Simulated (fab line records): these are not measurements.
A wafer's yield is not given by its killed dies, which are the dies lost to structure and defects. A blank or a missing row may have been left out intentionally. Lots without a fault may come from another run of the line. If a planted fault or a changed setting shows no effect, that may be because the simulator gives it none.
Chamber matching / flow nand-harc / rie-diel-06 running NHARC_A_STAIRCASE_STRIP_476: 4 sister chambers
The step strips in O2, time 20 s. 16 wafers are shown with their chamber, then 8 later ones without.

## EACH WAFER AND ITS CHAMBER
wafer=L077.2; chamber=3; drypump-motor-current-A (A)=5.7; oes-product-au (a.u.)=0.998; o2-flow-sccm (sccm)=498.2
wafer=L077.3; chamber=1; drypump-motor-current-A (A)=6.0; oes-product-au (a.u.)=1.010; o2-flow-sccm (sccm)=500.6
wafer=L077.4; chamber=2; drypump-motor-current-A (A)=5.6; oes-product-au (a.u.)=1.001; o2-flow-sccm (sccm)=498.0
wafer=L078.3; chamber=1; drypump-motor-current-A (A)=6.0; oes-product-au (a.u.)=1.017; o2-flow-sccm (sccm)=500.4
wafer=L078.4; chamber=2; drypump-motor-current-A (A)=5.6; oes-product-au (a.u.)=0.992; o2-flow-sccm (sccm)=499.5
wafer=L078.6; chamber=3; drypump-motor-current-A (A)=5.7; oes-product-au (a.u.)=0.996; o2-flow-sccm (sccm)=502.0
wafer=L080.2; chamber=0; drypump-motor-current-A (A)=5.7; oes-product-au (a.u.)=0.991; o2-flow-sccm (sccm)=499.3
wafer=L080.3; chamber=1; drypump-motor-current-A (A)=6.0; oes-product-au (a.u.)=1.005; o2-flow-sccm (sccm)=499.7
wafer=L080.5; chamber=3; drypump-motor-current-A (A)=5.7; oes-product-au (a.u.)=1.007; o2-flow-sccm (sccm)=501.1
wafer=L081.1; chamber=1; drypump-motor-current-A (A)=6.0; oes-product-au (a.u.)=0.999; o2-flow-sccm (sccm)=501.0
wafer=L081.3; chamber=0; drypump-motor-current-A (A)=5.8; oes-product-au (a.u.)=0.987; o2-flow-sccm (sccm)=494.7
wafer=L081.5; chamber=0; drypump-motor-current-A (A)=5.8; oes-product-au (a.u.)=0.999; o2-flow-sccm (sccm)=496.6
wafer=L086.1; chamber=3; drypump-motor-current-A (A)=5.8; oes-product-au (a.u.)=1.005; o2-flow-sccm (sccm)=504.2
wafer=L086.4; chamber=1; drypump-motor-current-A (A)=6.0; oes-product-au (a.u.)=1.019; o2-flow-sccm (sccm)=497.9
wafer=L086.6; chamber=0; drypump-motor-current-A (A)=5.8; oes-product-au (a.u.)=0.987; o2-flow-sccm (sccm)=501.3
wafer=L089.4; chamber=3; drypump-motor-current-A (A)=5.7; oes-product-au (a.u.)=1.026; o2-flow-sccm (sccm)=500.0

SIGNATURES (means of the wafers above)
reading=drypump-motor-current-A; chamber 0=5.775; chamber 1=6.000; chamber 2=5.600; chamber 3=5.720; scatter within a chamber=0.0359
reading=oes-product-au; chamber 0=0.99100; chamber 1=1.01000; chamber 2=0.99650; chamber 3=1.00640; scatter within a chamber=0.00903
reading=o2-flow-sccm; chamber 0=497.975; chamber 1=499.920; chamber 2=498.750; chamber 3=501.100; scatter within a chamber=2.09
Rule: distance of a wafer from a chamber = root of the sum over the readings of ((wafer's reading minus chamber's mean) / reading's scatter) squared. If the next closest chamber is less than 2 further off than the closest, the wafer can't be placed; otherwise it belongs to the closest. The scatter: the root of (the sum of the squares of (reading less its chamber's mean) over the shown wafers, divided by (wafers less chambers)).

## WAFERS WHOSE CHAMBER IS MISSING
wafer=L089.5; drypump-motor-current-A (A)=6.0; oes-product-au (a.u.)=1.019; o2-flow-sccm (sccm)=501.5
wafer=L089.6; drypump-motor-current-A (A)=5.8; oes-product-au (a.u.)=0.995; o2-flow-sccm (sccm)=501.1
wafer=L091.3; drypump-motor-current-A (A)=6.0; oes-product-au (a.u.)=0.993; o2-flow-sccm (sccm)=501.1
wafer=L091.4; drypump-motor-current-A (A)=5.6; oes-product-au (a.u.)=1.023; o2-flow-sccm (sccm)=498.6
wafer=L091.5; drypump-motor-current-A (A)=5.5; oes-product-au (a.u.)=1.018; o2-flow-sccm (sccm)=501.8
wafer=L094.1; drypump-motor-current-A (A)=6.0; oes-product-au (a.u.)=1.010; o2-flow-sccm (sccm)=501.1
wafer=L094.3; drypump-motor-current-A (A)=5.8; oes-product-au (a.u.)=0.989; o2-flow-sccm (sccm)=499.0
wafer=L094.4; drypump-motor-current-A (A)=5.7; oes-product-au (a.u.)=0.989; o2-flow-sccm (sccm)=497.5

## WHICH CHAMBER EACH WENT THROUGH
wafer=L089.5; from the rows above=1; in truth=1
wafer=L089.6; from the rows above=can't be placed: 0 or 3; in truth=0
wafer=L091.3; from the rows above=1; in truth=1
wafer=L091.4; from the rows above=can't be placed: 2 or 3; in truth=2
wafer=L091.5; from the rows above=2; in truth=2
wafer=L094.1; from the rows above=1; in truth=1
wafer=L094.3; from the rows above=0; in truth=0
wafer=L094.4; from the rows above=can't be placed: 0 or 3 or 2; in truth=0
Correctly placed: 5 of 8. Not placeable from these rows: 3 (in 3, the candidates include the true chamber). 0 placed wrongly.
